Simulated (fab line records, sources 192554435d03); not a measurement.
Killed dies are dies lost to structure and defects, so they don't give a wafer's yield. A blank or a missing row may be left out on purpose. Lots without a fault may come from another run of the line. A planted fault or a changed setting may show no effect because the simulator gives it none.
fab line records | flow n5_finfet | part 1 of 2: steps 1 to 26 of 32
record lots=5 wafers=15 last_day=16
route steps=1938 shown BEOL_M0@742 BEOL_M1@751
lots that met no fault: from a run of the same line without faults
start_h: hours from the record's first day to the start of the lot's first wafer shown | wait_h: hours since the lot's step before | " the same as in the row above | L1.1+2: a row that stands for several wafers | - no value, or no start given | * or withheld: withheld | < > ~ a bound
route shown NAME@n: a module of which the file shows steps, and the number in the route of the first | usual: mean/standard deviation of fault-free wafers | same: alike in all rows | chamber/n: place in a boat | sites: the reading at each site | _std_site: their standard deviation | _edge_site: outer sites' mean less inner sites' | radius_mm: how far each site lies from the wafer's centre | mask NAME#n: copy n | behind: the tool/chamber that last shaped the wafer | hold: why the lot was held/for how many hours/how that ended | device: the transistor (n, p or np) that didn't switch | end of line: the same wafers' tests at the end of the route | a step without rows: its recipe alone | killed: dies lost to structure and defects at the first sort, not the wafer's yield | map: a wafer's dies, x killed, . not, _ none there
set.NAME: the setting as run; set.NAME@STEP: as run at that earlier step | model.NAME: the simulator's own value behind a step, which no gauge read
lots at some steps of the route; a table a step, a row a wafer
services: from which hour (start_h, from the record's first day; less than 0 if before it) a tool's chamber was out of use, for how many hours, and why
## steps
# step N5_BEOL_M0_ANNEAL_119
# recipe temp_c=225 time_s=90 ambient=N2
# usual wafer_temp_C_max=226.1/0.47
# columns lot.wafer tool chamber start_h wait_h wafer_temp_C_max
L074.1 rtp_anneal-02 0 119.84 0.1 225.2
L074.2 " 0 " " 225.4
L074.4 " 0 " " 225.5
L077.1 rtp_anneal-01 0 140.31 0.2 226.8
L077.3 " 0 " " 226.3
L077.4 " 0 " " 226.9
L078.2 rtp_anneal-01 0 151.21 0.2 226.4
L078.4 " 0 " " 226.4
L078.5 " 0 " " 226.2
L079.2 rtp_anneal-01 0 155.44 0.2 226.8
L079.4 " 0 " " 226.5
L079.6 " 0 " " 226.7
L092.2 rtp_anneal-01 0 229.82 0.1 226.2
L092.5 " 0 " " 226.4
L092.6 " 0 " " 226.4
# step N5_BEOL_M0_CMP_120
# recipe stop_on=SiOC t_overpolish_s=6.9 down_force_psi=1 platen_rpm=50 clearing_platen_down_force_psi=1.5 clearing_platen_rpm=50 post_cmp_clean=cu_alkaline clearing_platen_pad_velocity_m_s=0.99484 pad_velocity_m_s=0.99484
# usual barrier_field_endpoint_s=3.64/0.15 motor_current_A=6.1/0.45 overpolish_run_s=6.900/0.0097 time_to_endpoint_s=62/3.4
# columns lot.wafer tool chamber start_h wait_h barrier_field_endpoint_s motor_current_A overpolish_run_s time_to_endpoint_s
L074.4 cmp-01 3 120.14 0.1 3.46 6.0 6.911 63
L074.2 " 1 " " 3.52 6.1 6.904 61
L074.1 " 2 " " 3.40 5.9 6.888 60
L077.1 cmp-02 2 140.61 0.3 3.41 6.4 6.886 65
L077.3 " 0 " " 3.44 5.9 6.916 56
L077.4 " 1 " " 3.55 6.7 6.910 62
L078.4 cmp-03 2 151.69 0.2 3.59 5.3 6.895 59
L078.2 " 0 " " 3.66 6.5 6.909 62
L078.5 " 2 " " 3.75 5.2 6.910 61
L079.2 cmp-01 2 155.69 0.2 3.68 5.7 6.899 61
L079.4 " 3 " " 3.74 6.2 6.907 64
L079.6 " 2 " " 3.61 5.9 6.917 65
L092.2 cmp-01 3 230.18 0.3 3.77 5.8 6.888 61
L092.6 " 0 " " 3.83 6.3 6.899 70
L092.5 " 1 " " 3.81 6.2 6.890 66
# step N5_BEOL_M0_PRE_CLEAN_131
# recipe gas=NH3/H2 time_s=15 temp_c=* rf_power_w=300
# usual heater_power_w=86/17
# columns lot.wafer tool chamber start_h wait_h heater_power_w
L074.1 cvd_co-02 2 120.47 0.0 62
L074.2 " 0 " " 103
L074.4 " 2 " " 62
L077.1 cvd_co-02 1 140.94 0.0 90
L077.3 " 0 " " 104
L077.4 " 0 " " 102
L078.2 cvd_co-01 2 152.02 0.0 88
L078.4 " 0 " " 66
L078.5 " 2 " " 87
L079.2 cvd_co-02 1 156.04 0.0 89
L079.4 " 1 " " 92
L079.6 " 2 " " 63
L092.2 cvd_co-01 0 230.40 0.0 69
L092.5 " 0 " " 68
L092.6 " 1 " " 107
# step N5_BEOL_M0_CO_CAP_123
# recipe material=Co target_thk_a=20 temp_c=200 precursor=CCTBA/H2 pressure_torr=30 time_s=102.1
# usual heater_power_w=238/21
# columns lot.wafer tool chamber start_h wait_h heater_power_w
L074.1 cvd_co-02 2 120.53 0.0 206
L074.2 " 0 " " 254
L074.4 " 2 " " 206
L077.1 cvd_co-02 1 140.98 0.0 244
L077.3 " 0 " " 257
L077.4 " 0 " " 258
L078.2 cvd_co-01 2 152.06 0.0 237
L078.4 " 0 " " 214
L078.5 " 2 " " 239
L079.2 cvd_co-02 1 156.08 0.0 241
L079.4 " 1 " " 248
L079.6 " 2 " " 207
L092.2 cvd_co-01 0 230.44 0.0 219
L092.5 " 0 " " 219
L092.6 " 1 " " 259
# step N5_BEOL_M0_PRE_CLEAN_124
# recipe gas=NH3 time_s=15 temp_c=withheld rf_power_w=300
# columns lot.wafer tool chamber start_h wait_h
L074.1+2+4 pecvd-04 0,2,2 120.65 0.1
L077.1+3+4 pecvd-04 1,0,2 141.07 0.1
L078.2+4+5 pecvd-04 0,1,2 152.15 0.1
L079.2+4+6 pecvd-01 1,0,1 156.17 0.1
L092.2+5+6 pecvd-01 1,1,0 230.55 0.1
# step N5_BEOL_M0_DEP_125
# recipe material=SiCN target_thk_a=80 temp_c=withheld precursor=3MS/NH3 pressure_torr=3 rf_w=202 time_s=14
# usual showerhead_plenum_p_Torr=3.658/0.0088 throttle_valve_pct=9.1/0.64
# columns lot.wafer tool chamber start_h wait_h showerhead_plenum_p_Torr throttle_valve_pct
L074.1 pecvd-04 0 120.68 0.0 3.643 9.7
L074.2 " 2 " " 3.665 8.5
L074.4 " 2 " " 3.665 8.6
L077.1 pecvd-04 1 141.10 0.0 3.651 9.5
L077.3 " 0 " " 3.648 9.5
L077.4 " 2 " " 3.659 8.6
L078.2 pecvd-04 0 152.18 0.0 3.656 9.5
L078.4 " 1 " " 3.658 9.3
L078.5 " 2 " " 3.670 9.0
L079.2 pecvd-01 1 156.19 0.0 3.649 10.3
L079.4 " 0 " " 3.645 8.3
L079.6 " 1 " " 3.647 10.3
L092.2 pecvd-01 1 230.58 0.0 3.652 10.0
L092.5 " 1 " " 3.648 10.3
L092.6 " 0 " " 3.649 8.3
# step N5_BEOL_M0_RS_MEAS_126
# recipe thk_meas_gauge=four-point-probe reads=Co_of_BEOL_M0_CO_CAP_123+Cu_of_BEOL_M0_ECD_118+Co_of_BEOL_M0_CVD_115+TaN_of_BEOL_M0_ALD_136
# usual M0_RS=0.533/0.019
# columns lot.wafer tool chamber start_h wait_h M0_RS[ohm/sq]
L074.1 film_metro-02 - 120.75 0.0 0.541
L074.2 " - " " 0.563
L074.4 " - " " 0.566
L077.1 film_metro-01 - 141.16 0.0 0.546
L077.3 " - " " 0.573
L077.4 " - " " 0.535
L078.2 film_metro-01 - 152.25 0.1 0.507
L078.4 " - " " 0.519
L078.5 " - " " 0.511
L079.2 film_metro-02 - 156.26 0.1 0.527
L079.4 " - " " 0.523
L079.6 " - " " 0.544
L092.2 film_metro-01 - 230.67 0.1 0.525
L092.5 " - " " 0.505
L092.6 " - " " 0.493
# step N5_BEOL_M0_INSPECT_127
# recipe inspect_instrument=darkfield mode=post_dep
# usual raw_defect_count=72/23
# columns lot.wafer tool chamber start_h wait_h raw_defect_count
L074.1 defect_inspect-02 - 120.77 0.0 65
L074.2 " - " " 50
L074.4 " - " " 39
L077.1 defect_inspect-02 - 141.19 0.0 72
L077.3 " - " " 49
L077.4 " - " " 65
L078.2 defect_inspect-01 - 152.27 0.0 35
L078.4 " - " " 64
L078.5 " - " " 53
L079.2 defect_inspect-02 - 156.29 0.0 124
L079.4 " - " " 63
L079.6 " - " " 90
L092.2 defect_inspect-01 - 230.70 0.0 82
L092.5 " - " " 57
L092.6 " - " " 76
# step N5_BEOL_M1_ILD_DEP_00
# recipe material=SiOC target_thk_a=790 temp_c=350 precursor=DEMS/O2 pressure_torr=5 rf_w=500 time_s=15.3
# usual heater_power_w=506/86 showerhead_plenum_p_Torr=5.687/0.011 throttle_valve_pct=11.9/0.6
# columns lot.wafer tool chamber start_h wait_h heater_power_w showerhead_plenum_p_Torr throttle_valve_pct
L074.1 pecvd-03 1 120.81 0.0 543 5.690 11.0
L074.2 " 0 " " 529 5.678 11.7
L074.4 " 2 " " 339 5.683 11.9
L077.1 pecvd-03 2 141.23 0.0 385 5.694 12.0
L077.3 " 1 " " 549 5.672 11.0
L077.4 " 2 " " 398 5.691 11.8
L078.2 pecvd-02 1 152.31 0.0 478 5.707 12.4
L078.4 " 2 " " 451 5.694 10.9
L078.5 " 0 " " 485 5.684 11.5
L079.2 pecvd-02 2 156.32 0.0 435 5.687 10.9
L079.4 " 2 " " 431 5.696 10.9
L079.6 " 0 " " 508 5.680 11.7
L092.2 pecvd-02 0 230.73 0.0 511 5.675 12.0
L092.5 " 2 " " 449 5.669 11.0
L092.6 " 1 " " 478 5.703 12.6
# step N5_BEOL_M1_THK_MEAS_01
# recipe reads=SiOC_of_BEOL_M1_ILD_DEP_00
# usual M1_ILD_THK=78.9/0.99
# columns lot.wafer tool chamber start_h wait_h M1_ILD_THK[nm]
L074.1 film_metro-02 - 120.88 0.0 77.5
L074.2 " - " " 77.9
L074.4 " - " " 77.8
L077.1 film_metro-01 - 141.29 0.0 78.2
L077.3 " - " " 79.1
L077.4 " - " " 79.2
L078.2 film_metro-02 - 152.38 0.1 77.5
L078.4 " - " " 79.0
L078.5 " - " " 78.1
L079.2 film_metro-02 - 156.39 0.1 77.1
L079.4 " - " " 77.8
L079.6 " - " " 78.8
L092.2 film_metro-02 - 230.80 0.1 78.2
L092.5 " - " " 79.0
L092.6 " - " " 79.1
# step N5_BEOL_M1_PECVD_72
# recipe material=SiO2 target_thk_a=160 temp_c=400 precursor=TEOS/O2 pressure_torr=5.5 rf_w=450 teos_flow_sccm=53.8 gas=O2 flow_sccm=3000 time_s=18
# usual heater_power_w=751/120 showerhead_plenum_p_Torr=8.75/0.031 throttle_valve_pct=22.1/1
# columns lot.wafer tool chamber start_h wait_h heater_power_w showerhead_plenum_p_Torr throttle_valve_pct
L074.1 pecvd-04 0 120.91 0.0 761 8.73 23.6
L074.2 " 2 " " 896 8.81 21.5
L074.4 " 2 " " 877 8.82 21.3
L077.1 pecvd-04 0 141.33 0.0 662 8.71 23.3
L077.3 " 2 " " 771 8.78 21.6
L077.4 " 1 " " 887 8.76 23.3
L078.2 pecvd-04 0 152.41 0.0 697 8.70 23.3
L078.4 " 0 " " 681 8.74 23.7
L078.5 " 2 " " 948 8.79 21.4
L079.2 pecvd-04 1 156.43 0.0 927 8.72 23.5
L079.4 " 0 " " 632 8.72 23.6
L079.6 " 2 " " 896 8.78 21.3
L092.2 pecvd-03 0 230.84 0.0 757 8.77 22.2
L092.5 " 0 " " 756 8.74 21.9
L092.6 " 1 " " 824 8.74 20.7
# step N5_BEOL_M1_HM_DEP_02
# recipe material=TiN target_thk_a=200 temp_c=25 chamber_pressure_pa=0.49996
# usual throttle_valve_pct=30.0/1.2
# columns lot.wafer tool chamber start_h wait_h throttle_valve_pct
L074.1 pvd_sputter-01 - 121.28 0.3 29.0
L074.2 " - " " 29.4
L074.4 " - " " 30.8
L077.1 pvd_sputter-01 - 143.91 2.6 29.0
L077.3 " - " " 29.4
L077.4 " - " " 31.2
L078.2 pvd_sputter-03 - 153.08 0.6 29.7
L078.4 " - " " 30.3
L078.5 " - " " 30.1
L079.2 pvd_sputter-01 - 156.56 0.1 29.9
L079.4 " - " " 30.8
L079.6 " - " " 29.6
L092.2 pvd_sputter-02 - 232.62 1.8 29.8
L092.5 " - " " 29.8
L092.6 " - " " 27.0
# step N5_BEOL_M1_COAT_61
# recipe resist=SOC temp_c=250 time_s=60 spin_rpm=1500 resist_thk_nm=60
# columns lot.wafer tool chamber start_h wait_h
L074.1+2+4 litho_track-03 0 121.41 0.1
L077.1+3+4 litho_track-04 0 144.04 0.1
L078.2+4+5 litho_track-04 0 153.21 0.1
L079.2+4+6 litho_track-04 0 156.69 0.1
L092.2+5+6 litho_track-03 0 232.74 0.1
# step N5_BEOL_M1_COAT_62
# recipe resist=SiARC temp_c=220 time_s=60 spin_rpm=1500 resist_thk_nm=12
# columns lot.wafer tool chamber start_h wait_h
L074.1+2+4 litho_track-03 0 - -
L077.1+3+4 litho_track-04 0 - -
L078.2+4+5 litho_track-04 0 - -
L079.2+4+6 litho_track-04 0 - -
L092.2+5+6 litho_track-03 0 - -
# step N5_BEOL_M1_COAT_73
# recipe resist=underlayer temp_c=205 time_s=60 spin_rpm=1500 resist_thk_nm=5
# columns lot.wafer tool chamber start_h wait_h
L074.1+2+4 litho_track-03 0 - -
L077.1+3+4 litho_track-04 0 - -
L078.2+4+5 litho_track-04 0 - -
L079.2+4+6 litho_track-04 0 - -
L092.2+5+6 litho_track-03 0 - -
# step N5_BEOL_M1_COAT_05
# recipe resist=CAR-EUV spin_rpm=1500 resist_thk_nm=30
# columns lot.wafer tool chamber start_h wait_h
L074.1+2+4 litho_track-03 0 - -
L077.1+3+4 litho_track-04 0 - -
L078.2+4+5 litho_track-04 0 - -
L079.2+4+6 litho_track-04 0 - -
L092.2+5+6 litho_track-03 0 - -
# step N5_BEOL_M1_EBR_07
# recipe solvent=PGMEA ebr_width_mm=1.5
# columns lot.wafer tool chamber start_h wait_h
L074.1+2+4 litho_track-03 0 - -
L077.1+3+4 litho_track-04 0 - -
L078.2+4+5 litho_track-04 0 - -
L079.2+4+6 litho_track-04 0 - -
L092.2+5+6 litho_track-03 0 - -
# step N5_BEOL_M1_SOFTBAKE_06
# recipe temp_c=110 time_s=60 resist=CAR-EUV
# columns lot.wafer tool chamber start_h wait_h
L074.1+2+4 litho_track-03 0 - -
L077.1+3+4 litho_track-04 0 - -
L078.2+4+5 litho_track-04 0 - -
L079.2+4+6 litho_track-04 0 - -
L092.2+5+6 litho_track-03 0 - -
# step N5_BEOL_M1_EXPOSE_08
# recipe mask_id=M1 na=0.33 source_shape=dipole sigma_inner=0.369 sigma_outer=0.767 polarization=unpolarized dose_mj=33
# columns lot.wafer tool chamber start_h wait_h mask
L074.1+2+4 euv_scanner-02 0 121.54 - M1#0
L077.1+3+4 euv_scanner-02 0 144.18 - M1#0
L078.2+4+5 euv_scanner-02 0 153.35 - M1#0
L079.2+4+6 euv_scanner-02 0 156.83 - M1#0
L092.2+5+6 euv_scanner-01 0 233.01 - M1#0
# step N5_BEOL_M1_PEB_09
# recipe peb_temp_c=100 peb_time_s=60 resist=CAR-EUV
# columns lot.wafer tool chamber start_h wait_h
L074.1+2+4 litho_track-04 0 121.60 0.1
L077.1+3+4 litho_track-02 0 144.23 0.1
L078.2+4+5 litho_track-02 0 153.40 0.0
L079.2+4+6 litho_track-03 0 156.89 0.0
L092.2+5+6 litho_track-04 0 233.07 0.0
# step N5_BEOL_M1_DEVELOP_10
# recipe develop_time_s=30 developer=TMAH resist=CAR-EUV rinse_liquid=surfactant_rinse dry=air_spin dev_temp_c=23
# columns lot.wafer tool chamber start_h wait_h
L074.1+2+4 litho_track-04 0 - -
L077.1+3+4 litho_track-02 0 - -
L078.2+4+5 litho_track-02 0 - -
L079.2+4+6 litho_track-03 0 - -
L092.2+5+6 litho_track-04 0 - -
# step N5_BEOL_M1_CD_MEAS_11
# recipe target_cd_nm=17.05 landing_energy_ev=500 detector=se_inlens polarity=opening
# usual cd_nm=17.09/0.27
# columns lot.wafer tool chamber start_h wait_h cd_nm
L074.1 cd_sem-03 0 121.67 - 16.84
L074.2 " 0 " " 17.26
L074.4 " 0 " " 16.92
L077.1 cd_sem-03 0 144.30 - 16.96
L077.3 " 0 " " 17.23
L077.4 " 0 " " 17.05
L078.2 cd_sem-02 0 153.47 - 17.02
L078.4 " 0 " " 16.81
L078.5 " 0 " " 16.65
L079.2 cd_sem-02 0 156.95 - 17.13
L079.4 " 0 " " 17.17
L079.6 " 0 " " 17.33
L092.2 cd_sem-02 0 233.13 - 16.84
L092.5 " 0 " " 17.07
L092.6 " 0 " " 17.22
# step N5_BEOL_M1_OVL_MEAS_12
# recipe points_per_wafer=522
# usual M1_OVL=0.0/0.68
# columns lot.wafer tool chamber start_h wait_h M1_OVL[nm]
L074.1 overlay-01 0 121.70 0.0 -0.9
L074.2 " 0 " " 0.9
L074.4 " 0 " " 1.3
L077.1 overlay-02 0 144.33 0.0 0.2
L077.3 " 0 " " -0.3
L077.4 " 0 " " 0.8
L078.2 overlay-01 0 153.51 0.0 0.0
L078.4 " 0 " " 0.2
L078.5 " 0 " " 0.9
L079.2 overlay-01 0 156.99 0.0 -0.3
L079.4 " 0 " " 0.9
L079.6 " 0 " " -0.3
L092.2 overlay-02 0 233.17 0.0 0.1
L092.5 " 0 " " -0.8
L092.6 " 0 " " -0.1
# step N5_BEOL_M1_INSPECT_13
# recipe mode=adi inspect_instrument=brightfield
# usual raw_defect_count=424/84
# columns lot.wafer tool chamber start_h wait_h raw_defect_count
L074.1 defect_inspect-01 - 121.76 0.1 458
L074.2 " - " " 342
L074.4 " - " " 546
L077.1 defect_inspect-02 - 144.39 0.1 521
L077.3 " - " " 376
L077.4 " - " " 516
L078.2 defect_inspect-02 - 153.56 0.0 239
L078.4 " - " " 345
L078.5 " - " " 297
L079.2 defect_inspect-01 - 157.04 0.0 537
L079.4 " - " " 395
L079.6 " - " " 381
L092.2 defect_inspect-01 - 233.22 0.0 359
L092.5 " - " " 344
L092.6 " - " " 359
# step N5_BEOL_M1_DESCUM_16
# recipe chemistry=O2 time_s=7 source_power_w=50 bias_power_w=20 pressure_mtorr=20 rf_frequency_hz=2.712e+07 temp_c=40 resist=CAR-EUV o2_flow_sccm=225
# usual drypump_motor_current_A=5.6/0.42 o2_flow_sccm=225.1/0.63 oes_product_au=0.75/0.076 rf_vpp_V=243.1/1.5 showerhead_plenum_p_Torr=2.10/0.07 throttle_valve_pct=20.57/0.28
# columns lot.wafer tool chamber start_h wait_h drypump_motor_current_A o2_flow_sccm oes_product_au rf_hours_counter_h rf_vpp_V showerhead_plenum_p_Torr throttle_valve_pct
L074.1 rie_diel-01 3 122.84 1.1 5.8 225.4 0.76 159 239.9 2.03 20.48
L074.2 " 2 " " 6.2 224.7 0.73 149 242.2 2.11 20.64
L074.4 " 0 " " 5.3 224.8 0.71 231 244.1 2.16 20.91
L077.1 rie_diel-04 2 144.42 0.0 5.8 224.9 0.73 168 244.2 2.18 20.17
L077.3 " 1 " " 6.0 225.1 0.68 253 241.9 2.05 20.56
L077.4 " 0 " " 4.7 224.3 0.69 - 241.1 2.01 20.69
L078.2 rie_diel-04 0 153.64 0.1 4.7 224.4 0.69 192 241.6 2.01 20.70
L078.4 " 0 " " 4.7 225.8 0.69 - 240.3 2.00 20.68
L078.5 " 1 " " 6.1 224.2 0.68 - 242.4 2.05 20.58
L079.2 rie_diel-04 3 157.08 0.0 5.9 224.1 0.71 210 244.4 2.09 20.95
L079.4 " 2 " " 5.8 225.3 0.73 - 245.5 2.18 20.18
L079.6 " 0 " " 4.7 224.4 0.69 - 240.2 2.00 20.70
L092.2 rie_diel-03 2 233.59 0.4 5.5 226.2 0.73 185 241.8 2.00 20.73
L092.5 " 2 " " 5.5 225.7 0.73 - 240.8 2.00 20.73
L092.6 " 3 " " 5.3 225.7 0.74 - 244.6 2.18 20.72
# step N5_BEOL_M1_ETCH_74
# recipe chemistry=N2/H2 target=underlayer target_depth_a=65 mask_material=CAR-EUV time_s=5.2 ion_energy_ev=200 pressure_mtorr=30 source_w=840 bias_w=150 n2_flow_sccm=200 h2_flow_sccm=200 ends=cleared
# usual drypump_motor_current_A=5.6/0.43 etch_rf_on_time_s=5.20/0.11 oes_product_au=0.64/0.065 rf_vpp_V=524.0/2.6 showerhead_plenum_p_Torr=2.54/0.086 throttle_valve_pct=17.93/0.27
# columns lot.wafer tool chamber start_h wait_h drypump_motor_current_A etch_rf_on_time_s oes_product_au rf_hours_counter_h rf_vpp_V showerhead_plenum_p_Torr throttle_valve_pct
L074.1 rie_diel-01 3 122.88 0.0 5.8 5.27 0.64 159 522.4 2.44 17.80
L074.2 " 2 " " 6.3 5.27 0.64 149 526.0 2.55 18.01
L074.4 " 0 " " 5.3 5.30 0.60 231 526.5 2.60 18.20
L077.1 rie_diel-04 2 144.46 0.0 5.8 5.26 0.62 168 526.7 2.64 17.50
L077.3 " 1 " " 6.1 5.08 0.60 253 523.1 2.50 18.02
L077.4 " 0 " " 4.7 5.10 0.61 - 520.1 2.43 18.20
L078.2 rie_diel-04 0 153.67 0.0 4.7 5.06 0.61 192 520.9 2.42 18.21
L078.4 " 0 " " 4.7 5.05 0.61 - 520.9 2.42 18.18
L078.5 " 1 " " 6.1 5.03 0.58 - 522.4 2.50 18.03
L079.2 rie_diel-04 3 157.11 0.0 6.0 5.16 0.62 210 523.0 2.51 18.20
L079.4 " 2 " " 5.7 5.16 0.62 - 526.3 2.64 17.54
L079.6 " 0 " " 4.7 5.11 0.60 - 521.4 2.42 18.20
L092.2 rie_diel-03 2 233.62 0.0 5.5 5.29 0.61 185 521.2 2.42 18.14
L092.5 " 2 " " 5.5 5.23 0.62 - 520.7 2.42 18.15
L092.6 " 3 " " 5.2 5.26 0.62 - 527.6 2.62 17.90
